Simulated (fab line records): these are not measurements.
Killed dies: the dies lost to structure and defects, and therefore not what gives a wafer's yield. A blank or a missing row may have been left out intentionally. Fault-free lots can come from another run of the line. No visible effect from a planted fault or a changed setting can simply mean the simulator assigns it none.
fab line records -- flow n5-finfet
record: lots: 9, wafers: 27, last-day: 18
route steps=1938 shown HKMG_FIN@419 BEOL_M4@1111 PASSIVATION@1936
lots that met no fault: from a run of the same line without faults
start-h: hours from the record's opening day to when the first of the lot's shown wafers began -- wait-h: how many hours have passed since the lot's step before this one -- " identical to the entry in the row above -- L1.1+2: one row covering several wafers at once -- - no value present, or no start provided -- * or withheld: withheld -- < > ~ a bound
route shown NAME@n: names a module that has steps shown in the file, with the first one's number in the route -- usual: average and standard deviation across the fault-free wafers -- same: alike in all rows -- chamber/n: place in a boat -- sites: the reading at each site -- _std_site: the values' standard deviation -- _edge_site: outer sites' mean less inner sites' -- radius-mm: for every site, how far away it sits from the centre of the wafer -- mask NAME#n: copy n -- behind: the most recent tool/chamber to have shaped the wafer -- hold: what put the lot on hold/how long, in hours/how the hold closed -- device: the n, p or np transistor that did not switch -- end of line: at the end of the route, the tests of the same wafers -- for a step that has no rows: nothing shown but its recipe -- killed: count of dies lost to structure and defects at first sort (not the wafer's yield) -- map: a wafer's dies, marking killed ones x, the rest . and places with no die _
set.NAME: setting as actually run; set.NAME@STEP: the setting as run at that earlier step -- model.NAME: the simulator's own value behind a step, which no gauge read
route steps across a sampled set of lots; one table per step, one row per wafer
services: a tool's chamber out of use, with start hour (start-h, from the record's first day; less than 0 if before it), hours out, and reason
== steps ==
step: N5_HKMG_FIN_ALD_36
recipe: material: TiN, target-thk-a: 10, temp-c: 400, ald-precursor-family: TiCl4, ald-co-reactant: NH3, pulse-time-s: 1, purge-time-s: 3, co-reactant-purge-time-s: 2, co-reactant-pulse-time-s: 2, ald-cycles: 47, pressure-torr: 3
usual: heater-power-w: 822/64, precursor-pulse-height-rel: 1.000/0.022
same: ald-cycles: 47, purge-time-s: 3
lot.wafer,tool,chamber,start-h,wait-h,heater-power-w,precursor-pulse-height-rel
L952.1,ald-metal-03,2,79.89,0.0,884,0.988
L952.3,ald-metal-03,0,79.89,0.0,771,1.007
L952.5,ald-metal-03,3,79.89,0.0,762,0.988
L955.3,ald-metal-03,0,97.37,0.0,741,1.011
L955.5,ald-metal-03,2,97.37,0.0,908,1.015
L955.6,ald-metal-03,1,97.37,0.0,830,1.002
L956.2,ald-metal-03,1,108.13,0.0,813,1.002
L956.3,ald-metal-03,2,108.13,0.0,892,1.039
L956.6,ald-metal-03,0,108.13,0.0,777,0.995
L968.2,ald-metal-03,1,178.49,0.0,821,0.981
L968.4,ald-metal-03,2,178.49,0.0,886,1.051
L968.5,ald-metal-03,1,178.49,0.0,834,1.005
L969.1,ald-metal-03,2,189.12,0.0,886,0.988
L969.2,ald-metal-03,1,189.12,0.0,814,0.991
L969.5,ald-metal-03,1,189.12,0.0,821,1.052
L971.3,ald-metal-04,0,194.59,0.0,732,1.002
L971.4,ald-metal-04,3,194.59,0.0,870,0.990
L971.5,ald-metal-04,0,194.59,0.0,725,1.048
L972.2,ald-metal-03,3,202.65,0.0,794,1.005
L972.3,ald-metal-03,1,202.65,0.0,816,0.955
L972.5,ald-metal-03,1,202.65,0.0,826,0.998
L973.2,ald-metal-04,0,207.76,0.0,745,1.012
L973.4,ald-metal-04,3,207.76,0.0,864,1.005
L973.6,ald-metal-04,2,207.76,0.0,851,1.005
L974.2,ald-metal-04,2,212.53,0.0,856,1.026
L974.3,ald-metal-04,0,212.53,0.0,715,1.007
L974.5,ald-metal-04,3,212.53,0.0,872,1.010
step: N5_HKMG_FIN_THK_MEAS_70
recipe: thk-meas-gauge: xrf, reads: HfO2_of_HKMG_FIN_HK_ALD_01
usual: HK_THK: 1.603/0.022
lot.wafer,tool,chamber,start-h,wait-h,HK_THK[nm]
L952.1,film-metro-02,-,80.17,0.2,1.616
L952.3,film-metro-02,-,80.17,0.2,1.656
L952.5,film-metro-02,-,80.17,0.2,1.664
L955.3,film-metro-01,-,97.67,0.2,1.605
L955.5,film-metro-01,-,97.67,0.2,1.601
L955.6,film-metro-01,-,97.67,0.2,1.606
L956.2,film-metro-02,-,108.42,0.2,1.593
L956.3,film-metro-02,-,108.42,0.2,1.612
L956.6,film-metro-02,-,108.42,0.2,1.633
L968.2,film-metro-02,-,178.77,0.2,1.625
L968.4,film-metro-02,-,178.77,0.2,1.594
L968.5,film-metro-02,-,178.77,0.2,1.638
L969.1,film-metro-01,-,189.40,0.2,1.585
L969.2,film-metro-01,-,189.40,0.2,1.594
L969.5,film-metro-01,-,189.40,0.2,1.581
L971.3,film-metro-02,-,194.87,0.2,1.632
L971.4,film-metro-02,-,194.87,0.2,1.607
L971.5,film-metro-02,-,194.87,0.2,1.617
L972.2,film-metro-02,-,202.93,0.2,1.613
L972.3,film-metro-02,-,202.93,0.2,1.576
L972.5,film-metro-02,-,202.93,0.2,1.643
L973.2,film-metro-02,-,208.04,0.2,1.610
L973.4,film-metro-02,-,208.04,0.2,1.596
L973.6,film-metro-02,-,208.04,0.2,1.614
L974.2,film-metro-01,-,212.81,0.2,1.585
L974.3,film-metro-01,-,212.81,0.2,1.591
L974.5,film-metro-01,-,212.81,0.2,1.600
step: N5_HKMG_FIN_INSPECT_14
recipe: mode: adi, inspect-instrument: macro
usual: raw-defect-count: 2.2/1.3
lot.wafer,tool,chamber,start-h,wait-h,raw-defect-count
L952.1,defect-inspect-01,-,81.10,0.0,5
L952.3,defect-inspect-01,-,81.10,0.0,1
L952.5,defect-inspect-01,-,81.10,0.0,2
L955.3,defect-inspect-02,-,98.48,0.0,0
L955.5,defect-inspect-02,-,98.48,0.0,2
L955.6,defect-inspect-02,-,98.48,0.0,2
L956.2,defect-inspect-02,-,109.23,0.0,2
L956.3,defect-inspect-02,-,109.23,0.0,2
L956.6,defect-inspect-02,-,109.23,0.0,3
L968.2,defect-inspect-01,-,179.58,0.0,>300
L968.4,defect-inspect-01,-,179.58,0.0,>300
L968.5,defect-inspect-01,-,179.58,0.0,>300
L969.1,defect-inspect-01,-,190.31,0.0,>300
L969.2,defect-inspect-01,-,190.31,0.0,>300
L969.5,defect-inspect-01,-,190.31,0.0,>300
L971.3,defect-inspect-01,-,195.81,0.0,0
L971.4,defect-inspect-01,-,195.81,0.0,1
L971.5,defect-inspect-01,-,195.81,0.0,3
L972.2,defect-inspect-02,-,203.86,0.0,>300
L972.3,defect-inspect-02,-,203.86,0.0,>300
L972.5,defect-inspect-02,-,203.86,0.0,>300
L973.2,defect-inspect-02,-,208.97,0.0,3
L973.4,defect-inspect-02,-,208.97,0.0,4
L973.6,defect-inspect-02,-,208.97,0.0,5
L974.2,defect-inspect-01,-,213.74,0.0,4
L974.3,defect-inspect-01,-,213.74,0.0,2
L974.5,defect-inspect-01,-,213.74,0.0,3
step: N5_HKMG_FIN_STRIP_34
recipe: chemistry: CF4, resist: SiARC, power-w: 300, bias-power-w: 75, pressure-mtorr: 50, cf4-flow-sccm: 150, rf-frequency-hz: 6e+07
usual: drypump-motor-current-A: 5.8/0.42, oes-product-au: 0.80/0.063, rf-vpp-V: 270.6/1.2, showerhead-plenum-p-Torr: 1.77/0.045, throttle-valve-pct: 13.53/0.15
lot.wafer,tool,chamber,start-h,wait-h,drypump-motor-current-A,oes-product-au,rf-hours-counter-h,rf-vpp-V,showerhead-plenum-p-Torr,throttle-valve-pct
L952.1,rie-diel-02,3,81.66,0.0,5.9,0.79,96,273.2,1.88,13.20
L952.3,rie-diel-02,1,81.66,0.0,6.1,0.78,103,270.0,1.74,13.59
L952.5,rie-diel-02,2,81.66,0.0,5.7,0.94,-,271.7,1.76,13.50
L955.3,rie-diel-02,2,99.46,0.0,5.7,0.92,14,270.6,1.76,13.50
L955.5,rie-diel-02,0,99.46,0.0,5.2,0.72,-,269.7,1.79,13.68
L955.6,rie-diel-02,3,99.46,0.0,5.9,0.78,-,273.6,1.87,13.21
L956.2,rie-diel-02,1,110.28,0.0,6.1,0.77,114,268.2,1.73,13.63
L956.3,rie-diel-02,0,110.28,0.0,5.2,0.72,172,271.2,1.79,13.68
L956.6,rie-diel-02,2,110.28,0.0,5.7,0.91,-,271.2,1.76,13.53
L968.2,rie-diel-04,1,180.40,0.0,5.4,0.76,139,269.6,1.73,13.58
L968.4,rie-diel-04,3,180.40,0.0,5.5,0.83,52,272.5,1.82,13.46
L968.5,rie-diel-04,3,180.40,0.0,5.5,0.84,-,272.2,1.82,13.48
L969.1,rie-diel-02,1,190.62,0.0,6.1,0.75,145,268.7,1.73,13.70
L969.2,rie-diel-02,3,190.62,0.0,5.9,0.75,140,272.5,1.86,13.30
L969.5,rie-diel-02,1,190.62,0.0,6.1,0.75,-,270.1,1.73,13.67
L971.3,rie-diel-02,1,196.18,0.0,6.2,0.75,148,269.9,1.73,13.71
L971.4,rie-diel-02,0,196.18,0.0,5.2,0.69,201,271.2,1.78,13.76
L971.5,rie-diel-02,0,196.18,0.0,5.2,0.70,-,271.8,1.78,13.75
L972.2,rie-diel-01,3,204.18,0.0,6.2,0.75,124,269.3,1.73,13.48
L972.3,rie-diel-01,0,204.18,0.0,6.2,0.81,75,269.7,1.76,13.63
L972.5,rie-diel-01,0,204.18,0.0,6.2,0.81,-,270.9,1.76,13.64
L973.2,rie-diel-02,0,209.29,0.0,5.2,0.69,206,270.8,1.78,13.78
L973.4,rie-diel-02,1,209.29,0.0,6.1,0.75,153,270.7,1.72,13.73
L973.6,rie-diel-02,0,209.29,0.0,5.2,0.69,-,269.6,1.78,13.78
L974.2,rie-diel-04,0,214.42,0.0,6.1,0.84,52,270.5,1.77,13.54
L974.3,rie-diel-04,1,214.42,0.0,5.4,0.74,154,268.3,1.73,13.61
L974.5,rie-diel-04,1,214.42,0.0,5.4,0.74,-,269.2,1.73,13.62
step: N5_HKMG_FIN_ALD_91
recipe: material: TiN, target-thk-a: 10, temp-c: 400, ald-precursor-family: TiCl4, ald-co-reactant: NH3, pulse-time-s: 1, purge-time-s: 3, co-reactant-purge-time-s: 2, co-reactant-pulse-time-s: 2, ald-cycles: 47, pressure-torr: 3
usual: heater-power-w: 841/80, precursor-pulse-height-rel: 1.000/0.019
same: ald-cycles: 47, purge-time-s: 3
lot.wafer,tool,chamber,start-h,wait-h,heater-power-w,precursor-pulse-height-rel
L952.1,ald-metal-02,2,82.37,0.3,766,0.998
L952.3,ald-metal-02,0,82.37,0.3,1046,0.962
L952.5,ald-metal-02,0,82.37,0.3,1051,0.992
L955.3,ald-metal-02,1,100.16,0.1,783,1.033
L955.5,ald-metal-02,3,100.16,0.1,893,0.995
L955.6,ald-metal-02,2,100.16,0.1,780,0.997
L956.2,ald-metal-04,1,110.97,0.3,862,1.002
L956.3,ald-metal-04,3,110.97,0.3,869,0.992
L956.6,ald-metal-04,3,110.97,0.3,880,1.002
L968.2,ald-metal-03,0,181.13,0.3,754,0.979
L968.4,ald-metal-03,1,181.13,0.3,828,1.014
L968.5,ald-metal-03,2,181.13,0.3,874,1.005
L969.1,ald-metal-03,2,191.32,0.3,888,1.034
L969.2,ald-metal-03,0,191.32,0.3,774,0.976
L969.5,ald-metal-03,3,191.32,0.3,778,1.008
L971.3,ald-metal-02,1,196.88,0.1,797,1.001
L971.4,ald-metal-02,3,196.88,0.1,898,0.994
L971.5,ald-metal-02,3,196.88,0.1,869,1.018
L972.2,ald-metal-04,2,204.89,0.3,864,0.986
L972.3,ald-metal-04,3,204.89,0.3,886,0.985
L972.5,ald-metal-04,3,204.89,0.3,871,1.005
L973.2,ald-metal-03,2,209.99,0.3,894,0.990
L973.4,ald-metal-03,3,209.99,0.3,796,1.006
L973.6,ald-metal-03,2,209.99,0.3,890,0.991
L974.2,ald-metal-03,2,215.12,0.3,893,0.980
L974.3,ald-metal-03,1,215.12,0.3,796,0.991
L974.5,ald-metal-03,0,215.12,0.3,776,1.015
step: N5_BEOL_M4_RC_MEAS_101
usual: DIBL_N: 36.0/2, DIBL_P: 36.2/2.2, IOFF_N: 0.16/0.034, IOFF_P: 0.21/0.04, ION_N: 675/12, ION_P: 463/7.2, SS_N: 71.6/0.6, SS_P: 73.3/0.67, VT_N: 250/3, VT_P: -251/3.4
lot.wafer,tool,chamber,start-h,wait-h,DIBL_N[mV/V],DIBL_P[mV/V],IOFF_N[nA/um],IOFF_P[nA/um],ION_N[uA/um],ION_P[uA/um],SS_N[mV/dec],SS_P[mV/dec],VT_N[mV],VT_P[mV]
L952.1,prober-01,0,178.60,0.0,38.6,39.1,0.22,0.26,692,468,71.6,73.7,248,-250
L952.3,prober-01,0,178.60,0.0,37.0,37.7,0.19,0.24,684,467,71.2,73.8,246,-248
L952.5,prober-01,0,178.60,0.0,36.2,36.8,0.18,0.22,683,464,71.8,73.9,245,-250
L955.3,prober-02,0,198.35,0.3,35.2,35.2,0.14,0.18,681,460,71.1,73.5,251,-251
L955.5,prober-02,0,198.35,0.3,36.7,36.1,0.16,0.18,673,455,71.7,72.3,251,-254
L955.6,prober-02,0,198.35,0.3,34.6,35.2,0.13,0.17,665,461,70.6,72.1,250,-252
L956.2,prober-02,0,215.35,0.2,34.2,32.2,0.12,0.14,656,450,71.6,72.6,253,-257
L956.3,prober-02,0,215.35,0.2,31.3,29.9,0.10,0.12,651,447,70.8,72.2,254,-256
L956.6,prober-02,0,215.35,0.2,34.5,33.6,0.13,0.16,661,454,70.8,72.6,250,-257
L968.2,prober-02,0,279.87,0.2,34.0,35.0,0.12,0.19,664,466,70.8,73.1,256,-253
L968.4,prober-02,0,279.87,0.2,35.0,35.1,0.13,0.19,669,453,71.7,73.5,253,-253
L968.5,prober-02,0,279.87,0.2,33.0,33.5,0.11,0.17,653,459,70.2,72.1,256,-252
L971.3,prober-02,0,309.24,0.3,38.0,38.2,0.18,0.23,675,462,71.4,74.1,250,-248
L971.4,prober-02,0,309.24,0.3,38.9,39.1,0.20,0.27,683,470,72.0,74.2,248,-247
L971.5,prober-02,0,309.24,0.3,38.2,38.4,0.18,0.23,682,469,72.5,74.7,248,-247
L973.2,prober-01,0,311.77,0.2,39.8,39.3,0.24,0.29,696,470,72.4,74.2,243,-246
L973.4,prober-01,0,311.77,0.2,35.9,36.6,0.17,0.23,690,464,71.0,72.5,247,-247
L973.6,prober-01,0,311.77,0.2,35.3,35.1,0.15,0.21,669,467,71.4,72.7,251,-252
L969.1,prober-01,0,312.55,0.7,33.4,32.6,0.12,0.18,668,465,70.8,72.4,254,-252
L969.2,prober-01,0,312.55,0.7,39.1,40.0,0.22,0.32,695,480,72.0,74.7,245,-243
L969.5,prober-01,0,312.55,0.7,38.7,39.9,0.21,0.30,685,468,72.5,74.8,247,-247
L972.2,prober-02,0,314.82,0.2,36.8,36.9,0.16,0.20,672,463,71.1,73.5,249,-253
L972.3,prober-02,0,314.82,0.2,38.6,37.4,0.20,0.21,692,465,71.9,73.9,247,-251
L972.5,prober-02,0,314.82,0.2,34.2,32.8,0.13,0.16,664,452,71.2,71.9,252,-254
L974.2,prober-01,0,317.14,0.2,34.0,33.6,0.12,0.18,669,459,71.1,73.0,253,-252
L974.3,prober-01,0,317.14,0.2,35.2,34.5,0.14,0.19,666,456,71.7,73.5,252,-254
L974.5,prober-01,0,317.14,0.2,35.9,34.8,0.15,0.19,673,456,71.7,72.7,250,-253
step: N5_PASSIVATION_PROBE_49
usual: defect-limited-yield: 91.5/1.5, killed_at_M0_to_M3: 33/10, killed_at_M4_up: 15/6.4, killed-at-contacts: 12/5.4, killed-at-front-end: 38/9.8, killed-at-other: 4/3.1, killed-dies: 101/18, killed-on-rim: 13/3.9, killed-open: 67/14, killed-short: 33/7.9, sort_bin_5_function: 5.0/1, sort_bin_6_memory: 3.2/0.67, sort-n-pass: 1079/18, sort-yield-pct: 91.5/1.5
same: gross-dies: 1180, killed-at-back-side: 0, sort_bin_4_leakage[%]: 0, sort_bin_8_speed[%]: 0
lot.wafer,tool,chamber,start-h,wait-h,defect-limited-yield[%],killed_at_M0_to_M3,killed_at_M4_up,killed-at-contacts,killed-at-front-end,killed-at-other,killed-dies,killed-on-rim,killed-open,killed-short,sort_bin_5_function[%],sort_bin_6_memory[%],sort-n-pass,sort-yield-pct[%]
L968.2,prober-02,-,404.50,0.1,84.2,27,20,11,127,2,187,33,73,24,9.5,4.2,993,84.2
L968.4,prober-02,-,404.60,0.2,81.9,38,16,3,152,5,214,24,61,32,10.8,3.8,966,81.9
L968.5,prober-02,-,404.65,0.2,84.1,29,17,17,121,4,188,38,74,27,8.4,4.8,992,84.1
L969.1,prober-02,-,433.47,0.0,81.4,33,8,17,159,2,219,20,62,36,11.1,4.2,961,81.4
L969.2,prober-02,-,433.52,0.1,81.3,46,16,13,140,6,221,32,91,47,10.9,4.7,959,81.3
L969.5,prober-02,-,433.67,0.2,82.7,38,22,20,120,4,204,35,92,30,10.8,4.3,976,82.7
L972.2,prober-01,-,435.42,0.1,84.6,47,19,10,104,2,182,26,74,35,8.5,4.5,998,84.6
L972.3,prober-01,-,435.47,0.1,85.8,32,13,4,114,4,167,27,50,33,8.8,2.7,1013,85.8
L972.5,prober-01,-,435.57,0.2,86.6,29,13,7,108,1,158,25,47,21,7.8,3.1,1022,86.6
killed by level:class
L968.2 HKMG_FIN:unspecified=86 BEOL_M1:geometric-particle:open=11 MOL_CONTACT_COAG:geometric-particle:open=10 BEOL_M4:geometric-particle:open=8 STI_FIN_REVEAL:geometric-particle:open=7 BEOL_M3:geometric-particle:open=7 FIN_SAQP:geometric-particle:open=6 SPACER0:geometric-particle:open=4
L968.4 HKMG_FIN:unspecified=118 STI_FIN_REVEAL:geometric-particle:open=12 BEOL_M4:geometric-particle:open=10 BEOL_M1:geometric-particle:open=9 BEOL_M2:geometric-particle:open=8 STARTING-WAFER:geometric-particle:short=5 BEOL_M0_SAQP:geometric-particle:open=4 BEOL_M0:geometric-particle:short=3
L968.5 HKMG_FIN:unspecified=86 MOL_CONTACT_COAG:geometric-particle:open=13 BEOL_M1:geometric-particle:open=8 BEOL_M4:geometric-particle:open=8 STI_FIN_REVEAL:geometric-particle:open=7 BEOL_M3:geometric-particle:open=5 FIN_SAQP:geometric-particle:open=4 DUMMY_GATE:geometric-particle:open=4
L969.1 HKMG_FIN:unspecified=120 MOL_CONTACT_COAG:geometric-particle:open=15 BEOL_M0_SAQP:geometric-particle:open=10 FIN_SAQP:geometric-particle:open=8 BEOL_M0_SAQP:geometric-particle:short=7 BEOL_M1:geometric-particle:open=6 DUMMY_GATE:geometric-particle:open=5 GATE_CUT:geometric-particle:short=5
L969.2 HKMG_FIN:unspecified=81 MOL_CONTACT_COAG:geometric-particle:open=12 BEOL_M0_SAQP:geometric-particle:short=11 FIN_SAQP:geometric-particle:open=10 STI_FIN_REVEAL:geometric-particle:open=10 BEOL_M0_SAQP:geometric-particle:open=10 BEOL_M2:geometric-particle:open=10 BEOL_M4:geometric-particle:open=7
L969.5 HKMG_FIN:unspecified=82 MOL_CONTACT_COAG:geometric-particle:open=17 BEOL_M1:geometric-particle:open=12 DUMMY_GATE:geometric-particle:open=10 FIN_SAQP:geometric-particle:open=7 BEOL_M4:geometric-particle:open=7 BEOL_M3:geometric-particle:open=6 BEOL_M1:geometric-particle:short=6
L972.2 HKMG_FIN:unspecified=73 BEOL_M0_SAQP:geometric-particle:open=12 BEOL_M0_SAQP:geometric-particle:short=11 FIN_SAQP:geometric-particle:short=10 MOL_CONTACT_COAG:geometric-particle:open=10 BEOL_M0:geometric-particle:open=10 FIN_SAQP:geometric-particle:open=7 BEOL_M4:geometric-particle:open=7
L972.3 HKMG_FIN:unspecified=82 BEOL_M0_SAQP:geometric-particle:open=10 FIN_SAQP:geometric-particle:short=9 BEOL_M0_SAQP:geometric-particle:short=9 FIN_SAQP:geometric-particle:open=8 STI_FIN_REVEAL:geometric-particle:open=5 MOL_CONTACT_COAG:geometric-particle:open=4 GATE_CUT:geometric-particle:short=3
L972.5 HKMG_FIN:unspecified=89 BEOL_M0_SAQP:geometric-particle:open=8 BEOL_M0_SAQP:geometric-particle:short=6 BEOL_M2:geometric-particle:open=5 BEOL_M4:geometric-particle:open=5 MOL_CONTACT_COAG:geometric-particle:open=4 FIN_SAQP:geometric-particle:short=3 DUMMY_GATE:geometric-particle:open=3
== services ==
tool,chamber,start-h,hours,kind
rie-diel-04,3,58.26,5.1,repair
rie-diel-01,0,61.42,4.9,repair
rie-diel-02,-,63.20,0.4,repair
rie-diel-04,2,85.92,7.1,repair
rie-diel-01,0,90.34,2.5,repair
rie-diel-04,-,93.97,28.1,pm
ald-metal-04,-,117.95,8.7,pm
rie-diel-01,3,123.27,6.5,repair
ald-metal-03,1,127.24,24.1,repair
rie-diel-02,0,128.23,12.0,repair
rie-diel-04,-,131.45,0.3,repair
ald-metal-04,-,137.10,0.7,repair
rie-diel-01,1,162.05,-,clean
rie-diel-01,1,162.05,-,consumable-replace:focus-ring
rie-diel-01,1,162.05,-,consumable-replace:showerhead
rie-diel-01,1,162.05,22.6,scheduled-down
rie-diel-01,1,162.05,22.6,vent-cycle
rie-diel-01,-,196.61,0.9,repair
rie-diel-04,3,198.02,17.3,repair
== key ==
first-sign: step: N5_HKMG_FIN_INSPECT_14, reading: raw-defect-count, direction: up, sigmas: 99+, usual: 2.2, struck: >300
effect: step: N5_PASSIVATION_PROBE_49, reading: killed-at-front-end, direction: up, sigmas: 9.1, usual: 38, struck: 127
more-kills-born-at: N5_HKMG_FIN_ALD_36@ald-metal-03: 817
met-at N5_HKMG_FIN_ALD_36
struck-lots L968,L969,L972
not-acting-at N5_HKMG_FIN_THK_MEAS_70,N5_HKMG_FIN_STRIP_34,N5_HKMG_FIN_ALD_91
onset-between 108.13 178.49
fault: kind: chamber-particle-source, tool: ald-metal-03, chamber: -, onset-h: 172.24, steps: N5_HKMG_FIN_ALD_36, rate-per-visit-cm2: 1.3411, end-h: 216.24
